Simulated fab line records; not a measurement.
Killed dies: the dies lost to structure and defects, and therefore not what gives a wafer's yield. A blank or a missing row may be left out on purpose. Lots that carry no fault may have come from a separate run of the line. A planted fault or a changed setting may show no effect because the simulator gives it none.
fab line records	flow nand-harc
record: lots: 13	wafers: 37	last-day: 25
route steps=1159 shown A_CHANNEL_HOLE_D1@473 A_CHANNEL_FILL_D1@492 END@1159
lots with no fault: from the same line, run without faults
start-h: hours from the record's first day to the start of the lot's first wafer shown	wait-h: hours since the lot's step before	" same as the row above	L1.1+2: several wafers, shown together as one row	- no value, or no start was given	* or withheld: withheld	< > ~ a bound
route shown NAME@n: a module of which the file shows steps, and the number in the route of the first	usual: mean/standard deviation of fault-free wafers	same: alike in all rows	chamber/n: place in a boat	sites: the reading at each site	_std_site: how widely they spread, as a standard deviation	_edge_site: inner sites' mean taken away from outer sites' mean	radius-mm: how far each site lies from the wafer's centre	mask NAME#n: copy n	behind: the most recent tool/chamber to have shaped the wafer	hold: the reason the lot was held/the length of the hold in hours/how it ended	device: the transistor (n, p or np) that didn't switch	end of line: at the end of the route, the tests of the same wafers	a step with no rows: only its recipe	killed: dies that structure and defects cost at the first sort, which is not the same as the wafer's yield	map: the dies of a wafer, with x for killed, . for not killed, _ for no die there
set.NAME: the setting that was run; set.NAME@STEP: the one run at that earlier step	model.NAME: the simulator's own value behind a step, which no gauge read
the route's steps for a sample of lots (tables are steps, rows are wafers)
services: from which hour (start-h, from the record's first day; less than 0 if before it) a tool's chamber was out of use, for how many hours, and why
== steps ==
step: NHARC_A_CHANNEL_HOLE_D1_ETCH_21
recipe: bias-v: 3000	source-w: withheld	pressure-mtorr: 20	time-s: 514.3	ar-flow-sccm: 375	c4f8-flow-sccm: 89.3	o2-flow-sccm: 35.7	temp-c: -20	target-depth-a: 16000	chemistry: C4F8/O2/Ar
usual: drypump-motor-current-A: 5.8/0.52	showerhead-plenum-p-Torr: 3.75/0.072	throttle-valve-pct: 32.153/0.0093
lot.wafer	tool	chamber	start-h	wait-h	drypump-motor-current-A	rf-hours-counter-h	showerhead-plenum-p-Torr	throttle-valve-pct
L831.1	har-etch-01	1	186.09	0.3	6.6	194	3.82	32.170
L831.2	"	0	"	"	5.5	194	3.82	32.158
L831.5	"	1	"	"	6.6	-	3.82	32.156
L832.1	har-etch-02	1	186.24	0.3	5.2	101	3.65	32.159
L832.4	"	0	"	"	5.8	-	3.77	32.150
L832.6	"	0	"	"	5.8	-	3.77	32.167
L834.4	har-etch-01	1	192.13	0.3	6.6	-	3.82	32.149
L834.5	"	1	"	"	6.6	-	3.82	32.152
L834.6	"	0	"	"	5.5	-	3.82	32.168
L833.3	har-etch-02	1	192.58	0.3	5.2	-	3.65	32.149
L833.4	"	0	"	"	5.9	-	3.77	32.135
L833.5	"	0	"	"	5.8	-	3.77	32.157
L836.1	har-etch-02	0	199.97	0.3	5.9	110	3.77	32.154
L836.4	"	0	"	"	5.8	-	3.77	32.162
L836.5	"	1	"	"	5.3	-	3.65	32.164
L840.4	har-etch-01	0	230.61	0.3	5.5	-	3.81	32.155
L841.4	har-etch-01	0	235.54	0.3	5.5	-	3.81	32.152
L841.6	"	0	"	"	5.5	-	3.81	32.146
L841.5	"	1	"	"	6.6	-	3.81	32.151
L845.1	har-etch-01	1	251.14	0.3	6.6	227	3.81	32.142
L845.3	"	1	"	"	6.6	-	3.80	32.154
L845.5	"	0	"	"	5.5	-	3.81	32.143
L847.1	har-etch-02	1	275.92	0.3	5.2	140	3.63	32.153
L847.3	"	1	"	"	5.2	-	3.63	32.147
L847.6	"	0	"	"	5.8	-	3.75	32.148
L849.2	har-etch-01	1	280.56	0.3	6.6	243	3.80	32.155
L849.1	"	0	"	"	5.5	243	3.80	32.160
L849.3	"	0	"	"	5.5	-	3.80	32.153
L850.2	har-etch-02	0	284.34	0.3	5.8	148	3.75	32.162
L850.3	"	0	"	"	5.9	-	3.75	32.142
L850.6	"	1	"	"	5.2	-	3.63	32.169
L854.3	har-etch-01	1	303.65	0.3	6.6	-	3.79	32.148
L854.4	"	0	"	"	5.5	-	3.79	32.149
L854.6	"	1	"	"	6.7	-	3.79	32.164
L853.2	har-etch-02	0	307.89	0.3	5.8	160	3.74	32.161
L853.1	"	1	"	"	5.2	160	3.62	32.149
L853.3	"	0	"	"	5.9	-	3.74	32.155
step: NHARC_A_CHANNEL_HOLE_D1_ETCH_25
recipe: bias-v: 5000	source-w: withheld	pressure-mtorr: 20	time-s: 1040.2	ar-flow-sccm: 375	c4f8-flow-sccm: 93.8	o2-flow-sccm: 31.2	temp-c: -20	target-depth-a: 15000	chemistry: C4F8/O2/Ar
usual: drypump-motor-current-A: 5.8/0.52	showerhead-plenum-p-Torr: 3.74/0.071	throttle-valve-pct: 32.235/0.011
lot.wafer	tool	chamber	start-h	wait-h	drypump-motor-current-A	rf-hours-counter-h	showerhead-plenum-p-Torr	throttle-valve-pct
L831.1	har-etch-01	1	188.59	0.6	6.6	197	3.82	32.244
L831.2	"	0	"	"	5.5	197	3.82	32.217
L831.5	"	1	"	"	6.6	-	3.82	32.242
L832.1	har-etch-02	1	188.70	0.6	5.2	103	3.65	32.251
L832.4	"	0	"	"	5.8	-	3.77	32.244
L832.6	"	0	"	"	5.9	-	3.77	32.233
L834.4	har-etch-01	1	194.73	0.7	6.6	-	3.81	32.241
L834.5	"	1	"	"	6.6	-	3.81	32.226
L834.6	"	0	"	"	5.5	-	3.81	32.227
L833.3	har-etch-02	1	195.17	0.7	5.2	-	3.65	32.239
L833.4	"	0	"	"	5.9	-	3.77	32.222
L833.5	"	0	"	"	5.9	-	3.77	32.223
L836.1	har-etch-02	0	202.53	0.7	5.8	113	3.76	32.231
L836.4	"	0	"	"	5.8	-	3.76	32.233
L836.5	"	1	"	"	5.2	-	3.64	32.222
L840.4	har-etch-01	0	233.28	0.7	5.5	-	3.80	32.248
L841.4	har-etch-01	0	238.15	0.7	5.5	-	3.80	32.219
L841.6	"	0	"	"	5.5	-	3.80	32.219
L841.5	"	1	"	"	6.6	-	3.80	32.225
L845.1	har-etch-01	1	253.69	0.7	6.6	229	3.80	32.243
L845.3	"	1	"	"	6.6	-	3.80	32.236
L845.5	"	0	"	"	5.5	-	3.80	32.236
L847.1	har-etch-02	1	278.40	0.6	5.2	143	3.63	32.233
L847.3	"	1	"	"	5.2	-	3.63	32.224
L847.6	"	0	"	"	5.8	-	3.75	32.240
L849.2	har-etch-01	1	283.03	0.6	6.6	245	3.79	32.216
L849.1	"	0	"	"	5.5	245	3.79	32.212
L849.3	"	0	"	"	5.5	-	3.79	32.225
L850.2	har-etch-02	0	286.91	0.7	5.9	151	3.74	32.233
L850.3	"	0	"	"	5.8	-	3.74	32.254
L850.6	"	1	"	"	5.2	-	3.62	32.227
L854.3	har-etch-01	1	306.28	0.7	6.6	-	3.78	32.226
L854.4	"	0	"	"	5.5	-	3.79	32.238
L854.6	"	1	"	"	6.6	-	3.78	32.251
L853.2	har-etch-02	0	310.34	0.6	5.8	162	3.74	32.232
L853.1	"	1	"	"	5.2	162	3.62	32.233
L853.3	"	0	"	"	5.9	-	3.74	32.233
step: NHARC_A_CHANNEL_HOLE_D1_ETCH_44
recipe: target-depth-a: 1400	overetch-a: 140	time-s: 77	ion-energy-ev: 100	cf4-flow-sccm: 80	o2-flow-sccm: 20	ar-flow-sccm: 0	rf-w: 300	bias-w: 100	chemistry: CF4/O2
usual: drypump-motor-current-A: 5.7/0.41	oes-product-au: 1.002/0.012	rf-vpp-V: 198.1/1.2	showerhead-plenum-p-Torr: 1.36/0.047	throttle-valve-pct: 13.398/0.0094
lot.wafer	tool	chamber	start-h	wait-h	drypump-motor-current-A	oes-product-au	rf-hours-counter-h	rf-vpp-V	showerhead-plenum-p-Torr	throttle-valve-pct
L831.1	rie-diel-12	1	190.44	0.1	6.3	1.005	10	199.2	1.41	13.386
L831.2	"	2	"	"	5.1	0.993	10	198.0	1.35	13.415
L831.5	"	1	"	"	6.3	1.000	-	199.2	1.41	13.412
L832.4	rie-diel-12	3	190.87	0.4	6.1	0.999	11	198.1	1.30	13.409
L832.1	"	0	"	"	5.7	1.006	11	200.3	1.43	13.413
L832.6	"	2	"	"	5.1	0.995	-	198.5	1.35	13.398
L834.4	rie-diel-03	1	196.28	0.1	5.2	1.000	10	197.2	1.33	13.403
L834.6	"	0	"	"	6.4	0.988	-	199.0	1.38	13.395
L834.5	"	1	"	"	5.2	0.996	-	198.7	1.33	13.417
L833.3	rie-diel-12	3	196.70	0.1	6.1	1.022	12	198.4	1.30	13.395
L833.4	"	0	"	"	5.8	1.033	13	198.6	1.43	13.399
L833.5	"	1	"	"	6.3	1.019	-	199.7	1.41	13.406
L836.1	rie-diel-03	2	204.22	0.1	5.8	0.984	10	196.4	1.31	13.391
L836.4	"	3	"	"	5.6	1.000	11	198.3	1.26	13.396
L836.5	"	1	"	"	5.3	1.004	-	197.5	1.33	13.399
L840.4	rie-diel-11	1	234.66	0.0	5.2	0.952	2	196.8	1.35	13.397
L841.4	rie-diel-03	0	239.70	0.1	6.4	1.010	2	198.3	1.38	13.388
L841.6	"	3	"	"	5.6	0.999	-	196.6	1.26	13.391
L841.5	"	0	"	"	6.4	1.016	-	198.7	1.38	13.401
L845.1	rie-diel-12	2	255.38	0.1	5.1	0.987	5	197.5	1.35	13.389
L845.3	"	0	"	"	5.7	1.005	4	198.6	1.43	13.387
L845.5	"	2	"	"	5.1	1.000	-	199.0	1.35	13.390
L847.3	rie-diel-12	3	280.24	0.1	6.1	1.013	7	197.4	1.29	13.411
L847.1	"	1	"	"	6.3	0.997	6	198.7	1.41	13.389
L847.6	"	3	"	"	6.1	1.006	-	196.9	1.29	13.390
L849.2	rie-diel-03	0	284.87	0.1	6.4	1.005	4	196.4	1.38	13.391
L849.1	"	1	"	"	5.2	0.990	4	198.1	1.33	13.408
L849.3	"	2	"	"	5.7	0.998	4	196.4	1.31	13.411
L850.2	rie-diel-03	2	288.58	0.1	5.8	1.005	4	197.2	1.31	13.399
L850.3	"	1	"	"	5.2	0.990	4	197.0	1.33	13.384
L850.6	"	3	"	"	5.7	0.987	-	196.9	1.26	13.380
L854.3	rie-diel-03	2	307.81	0.1	5.8	0.985	5	197.9	1.31	13.407
L854.4	"	1	"	"	5.2	0.986	5	199.0	1.33	13.397
L854.6	"	3	"	"	5.7	0.981	-	195.6	1.26	13.406
L853.1	rie-diel-12	3	312.19	0.1	6.1	0.997	9	196.6	1.29	13.410
L853.2	"	1	"	"	6.3	1.008	8	199.1	1.41	13.406
L853.3	"	2	"	"	5.1	0.999	9	197.9	1.35	13.388
step: NHARC_A_CHANNEL_FILL_D1_ALD_02
recipe: target-thk-a: 60	pulse-time-s: 10	ald-cycles: 60	temp-c: 300	material: SiO2
usual: heater-power-w: 466/24	precursor-pulse-height-rel: 0.999/0.02
lot.wafer	tool	chamber	start-h	wait-h	heater-power-w	precursor-pulse-height-rel
L831.1	ald-hk-01	1	191.77	-	452	1.022
L831.2	"	2	"	"	474	0.989
L831.5	"	0	"	"	417	1.039
L832.4	ald-hk-03	1	192.04	-	431	0.983
L832.1	"	3	"	"	488	1.002
L832.6	"	2	"	"	469	1.016
L834.4	ald-hk-03	3	197.59	-	472	0.998
L834.6	"	1	"	"	441	0.973
L834.5	"	2	"	"	473	1.011
L833.3	ald-hk-03	1	198.02	-	435	1.031
L833.4	"	2	"	"	469	0.969
L833.5	"	3	"	"	484	1.033
L836.1	ald-hk-04	2	205.39	-	504	0.994
L836.4	"	1	"	"	467	0.993
L836.5	"	3	"	"	456	0.986
L840.4	ald-hk-03	1	237.05	-	432	1.002
L841.4	ald-hk-01	3	240.94	-	446	0.995
L841.6	"	2	"	"	490	1.000
L841.5	"	3	"	"	441	1.000
L845.1	ald-hk-03	2	256.54	-	460	0.999
L845.3	"	1	"	"	440	1.018
L845.5	"	3	"	"	488	1.018
L847.3	ald-hk-03	3	281.49	-	487	1.003
L847.1	"	1	"	"	430	0.985
L847.6	"	2	"	"	475	1.023
L849.1	ald-hk-01	1	286.04	-	448	1.007
L849.2	"	2	"	"	487	1.016
L849.3	"	3	"	"	443	1.019
L850.3	ald-hk-03	3	289.91	-	478	1.013
L850.2	"	0	"	"	490	0.974
L850.6	"	1	"	"	442	1.015
L854.3	ald-hk-01	2	308.98	-	492	1.004
L854.4	"	1	"	"	461	0.987
L854.6	"	3	"	"	438	0.987
L853.3	ald-hk-03	2	313.44	-	469	1.014
L853.1	"	3	"	"	477	1.008
L853.2	"	0	"	"	486	0.954
step: NHARC_END_SORT_01
recipe: temp-c: 25
usual: killed-at-array: 28/11	killed-at-other: 0.8/1.1	killed-at-periphery: 3.3/2.8	killed-dies: 32/11	killed-open: 3.3/1.9	killed-short: 1.9/1.4
same: gross-dies: 677
lot.wafer	tool	chamber	start-h	wait-h	killed-at-array	killed-at-other	killed-at-periphery	killed-dies	killed-open	killed-short
L840.4	prober-01	0	504.86	3.4	250	1	1	252	3	0
killed by level:class
L840.4 A_CHANNEL_HOLE_D1:area-etch=212 A_CHANNEL_HOLE_D1:chamber-film-flake=17 A_STAIRCASE:chamber-film-flake=8 A_SLIT:chamber-film-flake=7 A_CONTACT:chamber-film-flake=2 A_CONTACT:geometric-particle:open=1 A_BLC:geometric-particle:open=1 A_M1:geometric-particle:open=1
== services ==
tool	chamber	start-h	hours	kind
rie-diel-12	1	165.50	4.3	repair
rie-diel-03	0	169.97	-	clean
rie-diel-03	1	169.97	-	clean
rie-diel-03	2	169.97	-	clean
rie-diel-03	3	169.97	-	clean
rie-diel-12	0	181.43	-	clean
rie-diel-12	1	181.43	-	clean
rie-diel-12	2	181.43	-	clean
rie-diel-12	3	181.43	-	clean
ald-hk-04	-	187.88	10.0	pm
rie-diel-11	-	189.50	9.0	pm
rie-diel-03	0	194.47	-	clean
rie-diel-03	1	194.47	-	clean
rie-diel-03	2	194.47	-	clean
rie-diel-03	3	194.47	-	clean
rie-diel-12	-	202.40	9.0	pm
rie-diel-12	0	202.40	9.0	vent-cycle
rie-diel-12	1	202.40	9.0	vent-cycle
rie-diel-03	-	215.30	9.0	pm
ald-hk-01	-	228.00	10.0	pm
rie-diel-12	3	282.34	5.2	repair
har-etch-01	-	307.25	17.0	pm
har-etch-01	0	307.25	17.0	vent-cycle
har-etch-01	1	307.25	17.0	vent-cycle
== key ==
first-sign: step: NHARC_A_CHANNEL_HOLE_D1_ETCH_44	reading: oes-product-au	direction: down	sigmas: 4.1	usual: 1.002	struck: 0.952
effect: step: NHARC_END_SORT_01	reading: killed-at-array	direction: up	sigmas: 20	usual: 28	struck: 250
more-kills-born-at: NHARC_A_CHANNEL_HOLE_D1_ETCH_44@rie-diel-11: 212
met-at NHARC_A_CHANNEL_HOLE_D1_ETCH_44
struck-lots L840
tester-left-out L840
not-acting-at NHARC_A_CHANNEL_HOLE_D1_ETCH_21,NHARC_A_CHANNEL_HOLE_D1_ETCH_25,NHARC_A_CHANNEL_FILL_D1_ALD_02
fault: kind: process-parameter-drift	tool: rie-diel-11	chamber: -	onset-h: 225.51	steps: NHARC_A_CHANNEL_HOLE_D1_ETCH_44	channel: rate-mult	offset: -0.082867	shape: step	end-h: 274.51
tester-left-out: of these lots the tester's yield and bins aren't shown, on N5 and GAA mostly nor the transistor test; their killed dies are dies lost to structure and defects alone, not to doping, threshold or leakage, so they don't give the yield
